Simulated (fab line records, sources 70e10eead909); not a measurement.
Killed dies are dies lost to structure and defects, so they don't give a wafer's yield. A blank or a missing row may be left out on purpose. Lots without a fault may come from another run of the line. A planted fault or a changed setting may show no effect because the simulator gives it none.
fab line records | flow nand_harc
record lots=7 wafers=21 last_day=32
route steps=1302 shown P_GATE@206 P_CONTACT@217 END@1302
lots that met no fault: from a run of the same line without faults
start_h: hours from the record's first day to the start of the lot's first wafer shown | wait_h: hours since the lot's step before | " the same as in the row above | L1.1+2: a row that stands for several wafers | - no value, or no start given | * or withheld: withheld | < > ~ a bound
route shown NAME@n: a module of which the file shows steps, and the number in the route of the first | usual: mean/standard deviation of fault-free wafers | same: alike in all rows | chamber/n: place in a boat | sites: the reading at each site | _std_site: their standard deviation | _edge_site: outer sites' mean less inner sites' | radius_mm: how far each site lies from the wafer's centre | mask NAME#n: copy n | behind: the tool/chamber that last shaped the wafer | hold: why the lot was held/for how many hours/how that ended | device: the transistor (n, p or np) that didn't switch | end of line: the same wafers' tests at the end of the route | a step without rows: its recipe alone | killed: dies lost to structure and defects at the first sort, not the wafer's yield | map: a wafer's dies, x killed, . not, _ none there
set.NAME: the setting as run; set.NAME@STEP: as run at that earlier step | model.NAME: the simulator's own value behind a step, which no gauge read
lots at some steps of the route; a table a step, a row a wafer
services: from which hour (start_h, from the record's first day; less than 0 if before it) a tool's chamber was out of use, for how many hours, and why
## steps
# step NHARC_P_GATE_STRIP_96
# recipe time_s=900 temp_c=130 chemistry=SPM
# step NHARC_P_GATE_RTA_64
# recipe temp_c=1050 time_s=1
# step NHARC_P_GATE_ETCH_77
# recipe target_depth_a=60 chemistry=dHF material=SiO2
# step NHARC_P_GATE_DEGAS_109
# recipe temp_c=300 time_s=60
# usual heater_power_w=466/49
# columns lot.wafer tool chamber start_h wait_h heater_power_w
L623.2 pvd_sputter-03 - 167.77 0.1 532
L623.1 " - " " 428
L623.6 " - " " 541
L624.4 pvd_sputter-01 - 182.36 0.1 522
L624.1 " - " " 418
L624.6 " - " " 526
L626.4 pvd_sputter-02 - 201.51 0.1 452
L626.1 " - " " 432
L626.6 " - " " 363
L632.1 pvd_sputter-03 - 267.32 0.1 416
L632.3 " - " " 541
L632.6 " - " " 417
L636.2 pvd_sputter-01 - 304.21 0.1 485
L636.5 " - " " 509
L636.6 " - " " 465
L637.1 pvd_sputter-03 - 318.50 0.1 515
L637.3 " - " " 425
L637.5 " - " " 495
L638.1 pvd_sputter-03 - 319.21 0.1 529
L638.2 " - " " 499
L638.6 " - " " 419
# step NHARC_P_GATE_PRE_CLEAN_110
# recipe time_s=30 bias_v=200 gas=Ar
# step NHARC_P_GATE_SPUTTER_78
# recipe target_thk_a=100 material=Ni
# step NHARC_P_GATE_SPUTTER_79
# recipe target_thk_a=100 material=TiN
# step NHARC_P_GATE_RTA_80
# recipe temp_c=300 time_s=30
# usual lamp_power_pct=2.06/0.11 lamp_zone_7_pct=2.16/0.11 wafer_temp_C_max=301.1/0.32
# columns lot.wafer tool chamber start_h wait_h lamp_power_pct lamp_zone_7_pct wafer_temp_C_max
L623.1 rtp_anneal-02 0 168.09 - 2.16 2.27 301.2
L623.2 " 0 " " 2.16 2.27 301.6
L623.6 " 0 " " 2.16 2.27 301.8
L624.1 rtp_anneal-01 0 182.65 - 1.95 2.05 300.5
L624.4 " 0 " " 1.95 2.05 300.5
L624.6 " 0 " " 1.96 2.05 301.0
L626.1 rtp_anneal-01 0 201.80 - 1.95 2.05 301.2
L626.4 " 0 " " 1.95 2.05 301.0
L626.6 " 0 " " 1.95 2.05 301.0
L632.1 rtp_anneal-02 0 268.02 - 2.17 2.28 301.3
L632.3 " 0 " " 2.17 2.28 300.5
L632.6 " 0 " " 2.17 2.28 301.2
L636.2 rtp_anneal-02 0 304.68 - 2.16 2.27 301.4
L636.5 " 0 " " 2.16 2.27 301.6
L636.6 " 0 " " 2.16 2.27 301.2
L637.1 rtp_anneal-01 0 318.80 - 1.95 2.04 301.0
L637.3 " 0 " " 1.95 2.04 301.0
L637.5 " 0 " " 1.95 2.04 301.0
L638.1 rtp_anneal-02 0 319.51 - 2.17 2.27 301.1
L638.2 " 0 " " 2.16 2.27 301.0
L638.6 " 0 " " 2.17 2.27 301.0
# step NHARC_P_GATE_STRIP_67
# recipe time_s=600 temp_c=130 chemistry=SPM
# step NHARC_P_GATE_RTA_82
# recipe temp_c=450 time_s=30
# step NHARC_P_GATE_INSPECT_68
# usual raw_defect_count=192/78
# columns lot.wafer tool chamber start_h wait_h raw_defect_count
L623.1 defect_inspect-01 - 168.74 0.2 131
L623.2 " - " " 129
L623.6 " - " " 205
L624.1 defect_inspect-01 - 183.31 0.2 143
L624.4 " - " " 143
L624.6 " - " " 113
L626.1 defect_inspect-01 - 202.46 0.2 166
L626.4 " - " " 172
L626.6 " - " " 221
L632.1 defect_inspect-02 - 268.68 0.2 102
L632.3 " - " " 161
L632.6 " - " " 99
L636.2 defect_inspect-02 - 305.31 0.1 161
L636.5 " - " " 234
L636.6 " - " " 138
L637.1 defect_inspect-01 - 319.46 0.2 71
L637.3 " - " " 63
L637.5 " - " " 70
L638.1 defect_inspect-02 - 320.17 0.2 152
L638.2 " - " " 242
L638.6 " - " " 148
# step NHARC_P_CONTACT_DEP_30
# recipe target_thk_a=300 temp_c=400 target_thk_nm=30 flow_sccm=200 rf_w=450 material=SiNx
# step NHARC_P_CONTACT_DEP_00
# recipe target_thk_a=5000 temp_c=400 pressure_torr=6.5 rf_w=900 teos_flow_sccm=161.4 flow_sccm=2650 target_thk_nm=500 gas=O2 material=SiO2
# usual heater_power_w=557/64 throttle_valve_pct=15.9/0.51
# columns lot.wafer tool chamber start_h wait_h heater_power_w throttle_valve_pct
L623.1 pecvd-01 0 169.04 - 509 15.2
L623.2 " 2 " " 583 15.8
L623.6 " 0 " " 547 15.3
L624.1 pecvd-04 0 183.65 - 587 15.6
L624.6 " 0 " " 617 15.6
L624.4 " 1 " " 555 15.6
L626.1 pecvd-01 1 202.80 - 476 16.9
L626.4 " 1 " " 529 16.5
L626.6 " 2 " " 525 15.6
L632.3 pecvd-03 1 268.98 - 597 15.5
L632.1 " 2 " " 653 17.0
L632.6 " 0 " " 569 16.1
L636.2 pecvd-03 1 305.70 - 622 15.6
L636.5 " 2 " " 563 16.6
L636.6 " 1 " " 650 15.8
L637.3 pecvd-03 2 319.76 - 572 16.4
L637.1 " 0 " " 618 16.3
L637.5 " 0 " " 648 16.3
L638.2 pecvd-03 2 320.51 - 565 16.6
L638.1 " 0 " " 667 15.9
L638.6 " 2 " " 594 16.9
# step NHARC_P_CONTACT_CMP_01
# recipe target_thk_nm=200 material=SiO2
# usual motor_current_A=12.0/1.2
# columns lot.wafer tool chamber start_h wait_h motor_current_A
L623.2 cmp-02 0 169.52 - 12.5
L623.1 " 2 " " 12.9
L623.6 " 1 " " 11.5
L624.4 cmp-02 3 184.11 - 14.3
L624.1 " 1 " " 11.0
L624.6 " 2 " " 12.5
L626.1 cmp-02 1 203.24 - 11.5
L626.4 " 3 " " 14.2
L626.6 " 2 " " 12.8
L632.1 cmp-04 0 269.48 - 10.5
L632.3 " 2 " " 13.2
L632.6 " 3 " " 11.6
L636.2 cmp-04 3 306.16 - 11.5
L636.6 " 0 " " 10.4
L636.5 " 1 " " 10.2
L637.1 cmp-02 0 320.28 - 11.5
L637.3 " 1 " " 11.5
L637.5 " 2 " " 13.0
L638.2 cmp-04 0 320.97 - 10.6
L638.1 " 1 " " 10.0
L638.6 " 3 " " 10.7
# step NHARC_P_CONTACT_SRD_03
# step NHARC_P_CONTACT_DEHYDRATE_04
# recipe temp_c=150 time_s=120
# step NHARC_P_CONTACT_HMDS_05
# recipe time_s=30
# step NHARC_P_CONTACT_COAT_33
# recipe temp_c=260 time_s=75
# step NHARC_P_CONTACT_COAT_34
# recipe temp_c=225 time_s=65
# step NHARC_P_CONTACT_COAT_06
# recipe spin_rpm=1500 resist_thk_nm=90
# step NHARC_P_CONTACT_SOFTBAKE_07
# recipe temp_c=105 time_s=55
# step NHARC_P_CONTACT_EBR_08
# step NHARC_P_CONTACT_EXPOSE_09
# recipe na=1.35 target_cd_nm=90 dose_mj=81.26 mask_id=P_CA
# step NHARC_P_CONTACT_PEB_10
# recipe peb_temp_c=100 peb_time_s=65
# step NHARC_P_CONTACT_DEVELOP_11
# recipe develop_time_s=35 dev_temp_c=23
# step NHARC_P_CONTACT_CD_MEAS_12
# recipe target_cd_nm=90 landing_energy_ev=500
# usual cd_nm=89.9/0.61
# columns lot.wafer tool chamber start_h wait_h cd_nm
L623.1 cd_sem-02 0 170.35 - 90.0
L623.2 " 0 " " 90.4
L623.6 " 0 " " 89.8
L624.1 cd_sem-02 0 184.79 - 89.2
L624.4 " 0 " " 90.4
L624.6 " 0 " " 89.6
L626.1 cd_sem-02 0 203.94 - 90.4
L626.4 " 0 " " 90.5
L626.6 " 0 " " 89.7
L632.1 cd_sem-02 0 270.29 - 89.7
L632.3 " 0 " " 89.5
L632.6 " 0 " " 89.0
L636.2 cd_sem-02 0 306.79 - 89.8
L636.5 " 0 " " 89.8
L636.6 " 0 " " 89.0
L637.1 cd_sem-01 0 320.94 - 90.0
L637.3 " 0 " " 90.0
L637.5 " 0 " " 90.0
L638.1 cd_sem-02 0 321.78 - 89.8
L638.2 " 0 " " 89.8
L638.6 " 0 " " 89.3
# step NHARC_P_CONTACT_OVL_MEAS_13
# usual overlay_x_nm=-0.1/0.76 overlay_y_nm=-0.1/0.87
# columns lot.wafer tool chamber start_h wait_h overlay_x_nm overlay_y_nm
L623.1 overlay-01 - 170.44 - 0.3 -0.4
L623.2 " - " " 0.7 -1.1
L623.6 " - " " -0.3 -1.1
L624.1 overlay-02 - 184.88 - -0.8 -0.9
L624.4 " - " " -1.5 -0.2
L624.6 " - " " -1.1 0.2
L626.1 overlay-02 - 204.03 - -1.9 1.4
L626.4 " - " " -1.9 1.4
L626.6 " - " " -1.0 1.1
L632.1 overlay-02 - 270.38 - 1.4 0.3
L632.3 " - " " 1.1 -0.3
L632.6 " - " " 0.5 -0.3
L636.2 overlay-01 - 306.88 - -0.7 0.1
L636.5 " - " " -0.8 -0.2
L636.6 " - " " -0.6 0.2
L637.1 overlay-02 - 321.03 - -1.1 -0.2
L637.3 " - " " -1.1 -0.9
L637.5 " - " " -1.6 -1.0
L638.1 overlay-02 - 321.87 - 1.1 1.2
L638.2 " - " " 1.2 1.4
L638.6 " - " " 0.6 0.7
# step NHARC_P_CONTACT_DESCUM_17
# recipe time_s=3 o2_flow_sccm=200 ar_flow_sccm=0 bias_power_w=0 chemistry=O2
# step NHARC_P_CONTACT_ETCH_35
# recipe target_depth_a=390 over_etch_frac=0.3 time_s=65 ion_energy_ev=80 cf4_flow_sccm=150 ar_flow_sccm=0 rf_w=300 bias_w=100 chemistry=CF4
# step NHARC_P_CONTACT_ETCH_36
# recipe target_depth_a=2600 over_etch_frac=0.25 time_s=406.25 ion_energy_ev=200 n2_flow_sccm=150 h2_flow_sccm=150 ar_flow_sccm=0 rf_w=400 bias_w=150 chemistry=N2/H2
# step NHARC_P_CONTACT_ETCH_18
# recipe target_depth_a=4810 time_s=240.5 c4f8_flow_sccm=20 o2_flow_sccm=10 ar_flow_sccm=withheld rf_w=600 bias_w=1500 chemistry=C4F8/O2/Ar
# usual oes_product_au=0.966/0.014 rf_vpp_V=977/5.5
# columns lot.wafer tool chamber start_h wait_h oes_product_au rf_hours_counter_h rf_vpp_V
L623.2 rie_diel-04 1 - - 0.967 5.3 973
L623.1 " 2 " " 0.981 5.3 981
L623.6 " 1 " " 0.977 - 972
L624.1 rie_diel-13 2 - - 0.948 0.4 974
L624.4 " 2 " " 0.957 - 973
L624.6 " 1 " " 0.962 - 974
L626.1 rie_diel-04 1 - - 0.956 0.9 971
L626.4 " 3 " " 0.996 0.5 970
L626.6 " 1 " " 0.958 - 972
L632.3 rie_diel-13 3 - - 0.970 1.9 972
L632.1 " 1 " " 0.967 2.7 973
L632.6 " 1 " " 0.976 - 973
L636.2 rie_diel-08 3 - - 0.988 7.1 980
L636.5 " 1 " " 0.967 - 972
L636.6 " 2 " " 0.955 - 974
L637.3 rie_diel-08 0 - - 0.981 5.1 986
L637.1 " 3 " " 0.964 7.8 982
L637.5 " 1 " " 0.969 - 973
L638.2 rie_diel-04 2 - - 0.965 4.4 981
L638.1 " 3 " " 0.945 3.6 971
L638.6 " 1 " " 0.958 - 973
# step NHARC_P_CONTACT_STRIP_37
# recipe c4f8_flow_sccm=withheld o2_flow_sccm=8 ar_flow_sccm=withheld bias_w=0 chemistry=C4F8/O2/Ar
# step NHARC_P_CONTACT_ETCH_31
# recipe target_depth_a=300 time_s=85.7 ion_energy_ev=120 over_etch_frac=1 ch3f_flow_sccm=50 o2_flow_sccm=30 ar_flow_sccm=200 rf_w=500 bias_w=100 chemistry=CH3F/O2
# step NHARC_P_CONTACT_CD_MEAS_19
# usual cd_nm=90.0/2
# columns lot.wafer tool chamber start_h wait_h cd_nm
L623.1 cd_sem-01 - 171.41 - 88.0
L623.2 " - " " 90.4
L623.6 " - " " 91.3
L624.1 cd_sem-01 - 186.09 - 87.9
L624.4 " - " " 88.7
L624.6 " - " " 89.7
L626.1 cd_sem-02 - 205.01 - 89.3
L626.4 " - " " 92.8
L626.6 " - " " 88.8
L632.1 cd_sem-02 - 271.50 - 88.9
L632.3 " - " " 86.8
L632.6 " - " " 86.9
L636.2 cd_sem-03 - 307.85 - 90.0
L636.5 " - " " 93.4
L636.6 " - " " 87.6
L637.1 cd_sem-03 - 322.00 - 92.0
L637.3 " - " " 88.8
L637.5 " - " " 88.5
L638.1 cd_sem-03 - 322.84 - 89.3
L638.2 " - " " 90.2
L638.6 " - " " 88.2
# step NHARC_P_CONTACT_STRIP_28
# recipe o2_flow_sccm=500 ar_flow_sccm=0 bias_w=0 chemistry=O2
# step NHARC_P_CONTACT_STRIP_29
# recipe time_s=1200 temp_c=72.5 chemistry=post_etch_residue_remover
# step NHARC_P_CONTACT_DEGAS_38
# recipe temp_c=300 time_s=60
# step NHARC_P_CONTACT_PRE_CLEAN_39
# recipe time_s=19.5 bias_v=250 gas=Ar
# step NHARC_P_CONTACT_PVD_32
# recipe target_thk_a=50 chamber_pressure_pa=5 power_w=5000 substrate_temp_c=200 time_s=17.7 material=Ti
# step NHARC_P_CONTACT_ALD_22
# recipe target_thk_a=30 pulse_time_s=1 ald_cycles=150 temp_c=450 material=TiN
# usual heater_power_w=1101/69 precursor_pulse_height_rel=0.999/0.018
# columns lot.wafer tool chamber start_h wait_h heater_power_w precursor_pulse_height_rel
L623.1 ald_metal-04 3 172.38 - 1120 0.986
L623.2 " 1 " " 955 1.000
L623.6 " 2 " " 1184 1.012
L624.1 ald_metal-04 3 187.07 - 1163 0.998
L624.4 " 1 " " 948 0.993
L624.6 " 2 " " 1192 1.022
L626.4 ald_metal-03 2 205.97 - 985 0.969
L626.1 " 1 " " 1138 1.009
L626.6 " 2 " " 960 0.974
L632.3 ald_metal-03 3 272.53 - 1083 1.015
L632.1 " 0 " " 1009 0.974
L632.6 " 1 " " 1147 1.033
L636.2 ald_metal-04 1 308.80 - 994 1.025
L636.6 " 1 " " 1004 1.016
L636.5 " 2 " " 1140 0.949
L637.3 ald_metal-02 0 322.98 - 1108 1.002
L637.1 " 1 " " 1139 1.014
L637.5 " 3 " " 1034 0.954
L638.2 ald_metal-04 1 323.79 - 984 1.002
L638.1 " 3 " " 1098 1.029
L638.6 " 1 " " 983 0.996
# step NHARC_END_SORT_01
# recipe temp_c=25
# usual killed_at_array=57/18 killed_at_other=0.9/1.3 killed_at_periphery=3.5/2.2 killed_dies=62/18 killed_open=3.0/1.7 killed_short=2.3/1.5
# same gross_dies=677
# columns lot.wafer tool chamber start_h wait_h killed_at_array killed_at_other killed_at_periphery killed_dies killed_open killed_short
L623.1 prober-02 0 643.79 2.5 71 4 3 78 2 3
L623.2 prober-02 0 644.59 2.8 65 4 3 72 1 2
L623.6 prober-02 0 647.81 4.0 54 1 1 56 2 1
L636.2 prober-02 0 741.52 2.8 48 0 109 157 2 5
L636.5 prober-02 0 743.92 3.7 82 1 58 141 6 0
L636.6 prober-02 0 744.72 4.0 59 1 111 171 4 2
L638.1 prober-01 0 761.81 2.5 57 0 112 169 3 1
L638.2 prober-01 0 762.60 2.8 61 0 58 119 2 0
L638.6 prober-01 0 765.74 3.9 65 0 57 122 1 1
L637.1 prober-02 0 764.92 2.4 39 0 102 141 3 0
L637.3 prober-02 0 766.52 3.1 46 0 52 98 0 3
L637.5 prober-02 0 768.12 3.7 35 0 100 135 1 4
# killed by level:class
L623.1 A_SLIT:chamber_film_flake=33 A_CHANNEL_HOLE_D2:chamber_film_flake=27 THIN_TSV:chamber_film_flake=4 P_GATE:chamber_film_flake=2 A_ZERO_WELL:chamber_film_flake=2 A_CONTACT:chamber_film_flake=2 P_GATE:geometric_particle:open=1 A_ONON_D1:geometric_particle:short=1
L623.2 A_CHANNEL_HOLE_D2:chamber_film_flake=27 A_SLIT:chamber_film_flake=25 THIN_TSV:chamber_film_flake=4 A_ZERO_WELL:chamber_film_flake=3 A_CONTACT:chamber_film_flake=3 P_GATE:chamber_film_flake=2 A_CHANNEL_HOLE_D1:chamber_film_flake=2 A_WL_FILL:chamber_film_flake=2
L623.6 A_CHANNEL_HOLE_D2:chamber_film_flake=20 A_SLIT:chamber_film_flake=18 A_ZERO_WELL:chamber_film_flake=4 A_CHANNEL_HOLE_D1:chamber_film_flake=3 A_WL_FILL:chamber_film_flake=2 A_CONTACT:chamber_film_flake=2 A_DECK1_JOINT:geometric_particle:open=1 A_ONON_D2:geometric_particle:short=1
L636.2 P_CONTACT:unspecified=106 A_CHANNEL_HOLE_D1:chamber_film_flake=29 A_CHANNEL_HOLE_D2:chamber_film_flake=7 A_STAIRCASE:chamber_film_flake=3 A_DECK1_JOINT:geometric_particle:short=2 A_M1:chamber_film_flake=2 P_M1:geometric_particle:open=1 A_ONON_D2:geometric_particle:open=1
L636.5 P_CONTACT:unspecified=56 A_CHANNEL_HOLE_D1:chamber_film_flake=31 A_CHANNEL_HOLE_D2:chamber_film_flake=27 A_SLIT:chamber_film_flake=6 A_M1:chamber_film_flake=5 A_CHANNEL_FILL_D2:chamber_film_flake=3 A_CHANNEL_FILL_D2:geometric_particle:open=2 P_ZERO_WELL:chamber_film_flake=2
L636.6 P_CONTACT:unspecified=108 A_CHANNEL_HOLE_D1:chamber_film_flake=29 A_CHANNEL_HOLE_D2:chamber_film_flake=13 A_SLIT:chamber_film_flake=5 P_ZERO_WELL:chamber_film_flake=2 A_STAIRCASE:chamber_film_flake=2 A_CONTACT:chamber_film_flake=2 A_M1:chamber_film_flake=2
L638.1 P_CONTACT:unspecified=108 A_CHANNEL_HOLE_D1:chamber_film_flake=24 A_CHANNEL_HOLE_D2:chamber_film_flake=20 A_STAIRCASE:chamber_film_flake=5 A_CONTACT:chamber_film_flake=4 P_ZERO_WELL:chamber_film_flake=2 P_M0:geometric_particle:open=1 P_M1:geometric_particle:open=1
L638.2 P_CONTACT:unspecified=55 A_CHANNEL_HOLE_D2:chamber_film_flake=23 A_CHANNEL_HOLE_D1:chamber_film_flake=18 A_STAIRCASE:chamber_film_flake=8 A_CONTACT:chamber_film_flake=7 A_SLIT:chamber_film_flake=3 P_M0:geometric_particle:open=1 A_CHANNEL_FILL_D2:geometric_particle:open=1
L637.1 P_CONTACT:unspecified=98 A_CHANNEL_HOLE_D1:chamber_film_flake=11 A_CONTACT:chamber_film_flake=7 A_SLIT:chamber_film_flake=6 A_SGD_CUT:chamber_film_flake=4 P_M1:chamber_film_flake=3 A_STAIRCASE:chamber_film_flake=2 A_CHANNEL_FILL_D1:chamber_film_flake=2
L638.6 P_CONTACT:unspecified=54 A_CHANNEL_HOLE_D2:chamber_film_flake=29 A_CHANNEL_HOLE_D1:chamber_film_flake=22 A_SLIT:chamber_film_flake=6 A_CHANNEL_FILL_D1:chamber_film_flake=2 A_STAIRCASE:chamber_film_flake=2 A_CONTACT:chamber_film_flake=2 P_CONTACT:geometric_particle:open=1
L637.3 P_CONTACT:unspecified=50 A_CHANNEL_HOLE_D1:chamber_film_flake=15 A_CONTACT:chamber_film_flake=8 A_SLIT:chamber_film_flake=8 A_STAIRCASE:chamber_film_flake=4 A_SGD_CUT:chamber_film_flake=4 A_CHANNEL_FILL_D1:geometric_particle:short=1 A_ONON_D2:geometric_particle:short=1
L637.5 P_CONTACT:unspecified=99 A_CHANNEL_HOLE_D1:chamber_film_flake=12 A_CONTACT:chamber_film_flake=9 A_SLIT:chamber_film_flake=3 A_SGD_CUT:chamber_film_flake=2 P_CONTACT:geometric_particle:open=1 A_ONON_D1:geometric_particle:short=1 A_CHANNEL_HOLE_D1:geometric_particle:short=1
# map L636.6 (x killed, . not)
____________.____________
_________......._________
_______..........._______
______.............______
_____..............._____
____................x____
____.................____
___...................___
___...................___
__x....................__
__.....................__
_...xx.......x........x._
_..x...................._
_....x.................._
_......................._
_...x.................xx_
x............x...........
............x............
..............xx.........
...x..x....x.xx.x........
.x..x.xx...xxxxx.........
_xxxxx....xxxxxxx......._
_xxxx.x.x.xxxxxxxx......_
_xxxxxx...xxxxxxxxx....._
_xxxxx...xxxxxxxxxx....._
_xxxxxx..xxxxxxxxx......_
__xx.x..xxxxxxxxxxxx...__
__xx.x..xxxxxxxxxxx....__
___xx....xxxxxxxxxx...___
___xxx..x..xxxxxxx....___
____....x..xxxxxxx...____
____.x......xxxxx....____
_____........x.x...._____
______......x......______
_______..........._______
_________......._________
____________.____________
# map L637.1 (x killed, . not)
____________.____________
_________......._________
_______..........._______
______.............______
_____..............._____
____.x.x.............____
____...x.............____
___...................___
___...................___
__.....................__
__.x.x......x..........__
_.x..xxxxx..x..........._
_...xxx.x.....x........x_
_...xxxxxx.............._
_.xxxxxxxx............x._
_.xxxxxxxxx............._
..xxxxxxxxx........x.....
..xxxxxxxxx..............
x.xxxxxxxxx.....x...x....
..xxxxxxxxx.........xx...
.xxxxxxxxxx..............
_xxxxxxxxxx.......x....._
_..xxxxxxxx..x.........._
_.xxxxxxx..............._
_...xxx................._
_.x.x.x................._
__.x.x.................__
__.x..x.x.....x....x...__
___.......x......x.x..___
___......x.........x..___
____.................____
____x................____
_____..............._____
______.............______
_______..........._______
_________......._________
____________.____________
## services
# columns tool chamber start_h hours kind
cmp-04 - 155.17 0.6 repair
pvd_sputter-03 - 159.65 1.0 repair
pecvd-03 - 163.33 1.3 repair
pvd_sputter-03 - 170.00 10.0 pm
ald_metal-04 1 173.72 5.1 repair
rie_diel-04 - 177.90 9.0 pm
pecvd-03 - 185.08 13.0 pm
cmp-04 - 185.29 1.1 repair
pvd_sputter-03 - 185.94 14.7 repair
cmp-04 - 209.14 4.0 pm
pecvd-03 - 215.17 0.6 repair
ald_metal-04 - 217.97 0.5 repair
pecvd-03 2 230.81 5.9 repair
cmp-02 - 232.50 4.0 pm
cmp-02 - 240.69 1.0 repair
cmp-04 - 240.77 11.6 repair
ald_metal-04 - 243.52 0.4 repair
rie_diel-04 0 247.55 6.7 repair
cmp-02 - 254.56 7.4 repair
rie_diel-04 3 258.78 2.0 repair
cmp-02 - 276.48 1.4 repair
pecvd-03 1 293.31 4.6 repair
ald_metal-04 - 296.02 10.0 pm
ald_metal-04 0 306.44 28.7 repair
## key
first_sign step=NHARC_END_SORT_01 reading=killed_at_periphery direction=up sigmas=37 usual=3.5 struck=84.3
effect step=NHARC_END_SORT_01 reading=killed_dies direction=up sigmas=4.4 usual=62 struck=139
more_kills_born_at NHARC_P_CONTACT_DEP_00@pecvd-03=734
met_at NHARC_P_CONTACT_DEP_00
struck_wafers L636.2,L636.5,L636.6,L637.1,L637.3,L637.5,L638.1,L638.2,L638.6
tester_left_out L636,L637,L638
onset_between 268.98 305.70
also_fits time
fault kind=chamber_particle_source tool=pecvd-03 chamber=- onset_h=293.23 steps=NHARC_P_CONTACT_DEP_00 rate_per_visit_cm2=2.1133 end_h=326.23
# tester_left_out: of these lots the tester's yield and bins aren't shown, on N5 and GAA mostly nor the transistor test; their killed dies are dies lost to structure and defects alone, not to doping, threshold or leakage, so they don't give the yield
